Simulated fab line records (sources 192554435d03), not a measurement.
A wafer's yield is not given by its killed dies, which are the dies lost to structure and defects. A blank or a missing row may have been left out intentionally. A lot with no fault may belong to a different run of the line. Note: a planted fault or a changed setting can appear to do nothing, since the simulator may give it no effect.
2 desks, one fault	flow n5-finfet	every desk sees just its own numbers, and what lay behind them comes last

== AT THE TOOL OWNER'S DESK: pecvd-04 ==
The tool's own readings at N5_BEOL_M4_ILD_DEP_00 (deposits SiOC from DEMS/O2, target thk 79 nm, time 15.3 s): means of the sampled wafers that have a number, for each lot that ran on this tool. Any lot whose mean is over 4 standard deviations away from the usual mean is out of limits and marked OUT; that distance is given in the brackets.
Columns: A = heater-power-w at N5_BEOL_M4_ILD_DEP_00, usual 472 W; B = showerhead-plenum-p-Torr at N5_BEOL_M4_ILD_DEP_00, usual 5.702 Torr; C = susceptor-temp-C at N5_BEOL_M4_ILD_DEP_00, usual 350.00 C; D = throttle-valve-pct at N5_BEOL_M4_ILD_DEP_00, usual 11.7 %
lot	first seen here	A	B	C	D
L212	day 9 02:16	490	5.698	350.24	11.0
L217	day 10 20:30	530	5.707	350.10	12.2
L218	day 11 01:35	448	5.702	345.86 (-17) OUT	10.9
L219	day 11 05:37	511	5.704	345.63 (-18) OUT	11.6
This desk's finding: out of limits on L218, L219; first on L218, day 11 01:35 (susceptor-temp-C at N5_BEOL_M4_ILD_DEP_00). Within limits: L212, L217.

== THE METROLOGY DESK ==
Means of the sampled wafers that have a number, per lot and without regard to the tool the lot ran on: this is what the gauges read. Any lot whose mean is over 4 standard deviations away from the usual mean is out of limits and marked OUT; that distance is given in the brackets. Readings shown: 7 of its 10, picked as those furthest out on some lot.
Columns: A = DIBL_N at N5_BEOL_M4_RC_MEAS_101, usual 36.0 mV/V; B = DIBL_P at N5_BEOL_M4_RC_MEAS_101, usual 36.2 mV/V; C = IOFF_N at N5_BEOL_M4_RC_MEAS_101, usual 0.16 nA/um; D = IOFF_P at N5_BEOL_M4_RC_MEAS_101, usual 0.21 nA/um; E = ION_N at N5_BEOL_M4_RC_MEAS_101, usual 679 uA/um; F = SS_N at N5_BEOL_M4_RC_MEAS_101, usual 71.4 mV/dec; G = VT_P at N5_BEOL_M4_RC_MEAS_101, usual -251 mV
lot	first seen here	A	B	C	D	E	F	G
L207	day 8 21:14	34.0	33.4	0.14	0.19	674	70.8	-251
L206	day 8 23:01	37.2	36.9	0.17	0.25	685	71.4	-247
L212	day 9 15:16	36.6	37.2	0.17	0.23	682	71.6	-248
L213	day 9 22:29	35.2	35.1	0.15	0.20	676	71.5	-250
L217	day 11 10:43	33.6	34.0	0.14	0.20	686	71.0	-251
L218	day 11 11:38	36.1	35.8	0.14	0.21	679	71.4	-250
L219	day 11 16:52	36.0	35.6	0.15	0.24	679	71.1	-245
L224	day 12 16:13	37.6	38.8	0.18	0.23	685	71.9	-249
L226	day 13 18:41	37.2	38.5	0.18	0.23	687	71.8	-251
L227	day 14 01:46	38.1	37.1	0.19	0.22	697	71.5	-249
L229	day 14 04:23	37.4	38.2	0.18	0.24	686	71.7	-251
L228	day 14 09:19	38.6	40.8	0.22	0.27	686	72.2	-248
This desk's verdict: no lot among the 12 shows anything out of limits.

== BROUGHT TOGETHER ==
At day 11 01:35, on L218, L219, the tool owner's desk was in a position to raise an alarm.
The metrology desk saw nothing out of limits.
The metrology desk holds a record of L218, L219, inside its limits.
On pecvd-04, each named lot ran N5_BEOL_M4_ILD_DEP_00.

== WHAT THE SIMULATOR HAD INSERTED ==
Process parameter drift: pecvd-04, from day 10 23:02 on, at N5_BEOL_M4_ILD_DEP_00. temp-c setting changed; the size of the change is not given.
Lots struck among those shown: L218, L219.
How many hours passed from the start of the fault until each desk's first out-of-limits reading: the tool owner's desk, 3.
